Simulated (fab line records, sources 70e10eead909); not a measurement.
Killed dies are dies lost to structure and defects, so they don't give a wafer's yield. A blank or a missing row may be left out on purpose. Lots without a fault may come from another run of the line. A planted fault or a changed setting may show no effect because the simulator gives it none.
A struck lot beside a sound one | flow nand_harc | 21 steps out of a route of 1302
Sound: wafers L999.1, L999.3, L999.4. Struck: wafers L112.2, L112.3, L112.6. The cause comes at the end.
At each step with rows: each side's tool, then ch and its chambers, then its first start. Under that, the readings that differ: sound wafers | struck wafers | difference of the means | sigmas: that difference in standard deviations of wafers without a fault.
alike: readings whose means differ by less than 2 such deviations, and words and numbers that are the same on both sides. not compared: withheld readings, readings that some wafer has no value for, bounds like >300 that may hide the same value, and numbers for which the record gives no deviation and whose values overlap.
The two part at a step that has a row with sigmas, a row that says differs or no value, or rows on one side only. Numbers that don't overlap but have no deviation are shown without sigmas and don't part them. A reading that every wafer of one side lacks parts them only if that side has two wafers or more.

NHARC_A_BLC_CVD_24: deposits W, target thk 150 nm, time 434 s.
  sound on cvd_w-02 ch 0,1; struck on cvd_w-01 ch 0,1
  alike: heater_power_w, throttle_valve_pct
NHARC_A_BLC_CMP_25: polishes, t overpolish 30 s, target thk 150 nm.
  sound on cmp-02 ch 0,2,3, day 24 23:27; struck on cmp-01 ch 0,2,3, day 30 13:45
  alike: motor_current_A, overpolish_run_s, time_to_endpoint_s
  not compared: pad_life_wafers
then, 1 step without rows for these wafers: NHARC_A_BLC_SRD_27.
NHARC_A_BLC_INSPECT_28:
  sound on defect_inspect-02, day 24 23:51; struck on defect_inspect-01, day 30 14:09
  alike: raw_defect_count
then, 7 steps without rows for these wafers: NHARC_A_M0_DEP_00 (deposits SiOC, target thk 150 nm); NHARC_A_M0_DEHYDRATE_01 (time 120 s); NHARC_A_M0_HMDS_02 (time 30 s); NHARC_A_M0_COAT_33 (time 65 s); NHARC_A_M0_COAT_03 (resist thk 90 nm); NHARC_A_M0_SOFTBAKE_04 (time 55 s); NHARC_A_M0_EBR_05.
NHARC_A_M0_EXPOSE_06: exposes mask A M0, target cd 80 nm.
  sound on arfi_scanner-02 ch 0, day 25 00:37; struck on arfi_scanner-02 ch 0, day 30 14:47
  reading              | sound             | struck               | difference | sigmas
  exposure_dose_mJ_cm2 | 83.22 83.11 83.18 | 115.24 115.31 115.19 | +32.08     | +99 or more
  alike: mask
then, 2 steps without rows for these wafers: NHARC_A_M0_PEB_07 (peb time 65 s); NHARC_A_M0_DEVELOP_08 (develop time 35 s).
NHARC_A_M0_CD_MEAS_09: target cd 80 nm.
  sound on cd_sem-01 ch 0, day 25 00:46; struck on cd_sem-01 ch 0, day 30 14:56
  reading    | sound          | struck            | difference | sigmas
  cd_nm (nm) | 78.9 79.7 80.4 | 100.6 101.9 101.1 | +21.5      | +34
NHARC_A_M0_OVL_MEAS_10: pitch 160 nm.
  sound on overlay-02, day 25 00:50; struck on overlay-01, day 30 15:01
  alike: overlay_x_nm, overlay_y_nm
NHARC_A_M0_INSPECT_11:
  sound on defect_inspect-01, day 25 00:53; struck on defect_inspect-02, day 30 15:03
  alike: raw_defect_count
NHARC_A_M0_DESCUM_14: chemistry O2, time 3 s.
  sound on rie_diel-09 ch 0,3, day 25 00:57; struck on rie_diel-09 ch 1,3, day 30 15:07
  reading               | sound             | struck            | difference | sigmas
  model.A_M0.cd_nm (nm) | 79.65 80.23 80.87 | 100.3 102.8 101.8 | +21.4      |
  alike: drypump_motor_current_A, oes_product_au, rf_vpp_V, showerhead_plenum_p_Torr, throttle_valve_pct
  not compared: rf_hours_counter_h
NHARC_A_M0_ETCH_34: etches the open film in N2/H2, target depth 40 nm, overetch 12 nm, time 43.94 s.
  sound on rie_diel-09 ch 2,3, day 25 01:03; struck on rie_diel-09 ch 1,2,3, day 30 15:12
  alike: drypump_motor_current_A, oes_product_au, rf_vpp_V, showerhead_plenum_p_Torr, throttle_valve_pct
  not compared: rf_hours_counter_h
NHARC_A_M0_ETCH_15: etches the open film in C4F8/Ar, target depth 150 nm, overetch 15 nm, time 82.5 s.
  sound on rie_diel-09 ch 0,2,3; struck on rie_diel-09 ch 0,1
  reading               | sound             | struck            | difference | sigmas
  model.A_M0.cd_nm (nm) | 80.18 79.22 81.19 | 100.5 102.4 101.8 | +21.4      |
  alike: oes_product_au, rf_vpp_V
  not compared: rf_hours_counter_h
NHARC_A_M0_CD_MEAS_16:
  sound on cd_sem-03, day 25 01:17; struck on cd_sem-02, day 30 15:25
  reading    | sound          | struck            | difference | sigmas
  cd_nm (nm) | 80.3 79.5 81.4 | 100.6 102.2 102.0 | +21.2      | +22

WHERE THEY PART
First at NHARC_A_M0_EXPOSE_06; last, within this record, at NHARC_A_M0_CD_MEAS_16.

WHY: what the simulator had put in
Process parameter drift: arfi_scanner-02, from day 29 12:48 on, at NHARC_A_M0_EXPOSE_06. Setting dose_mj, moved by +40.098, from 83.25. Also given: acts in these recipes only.
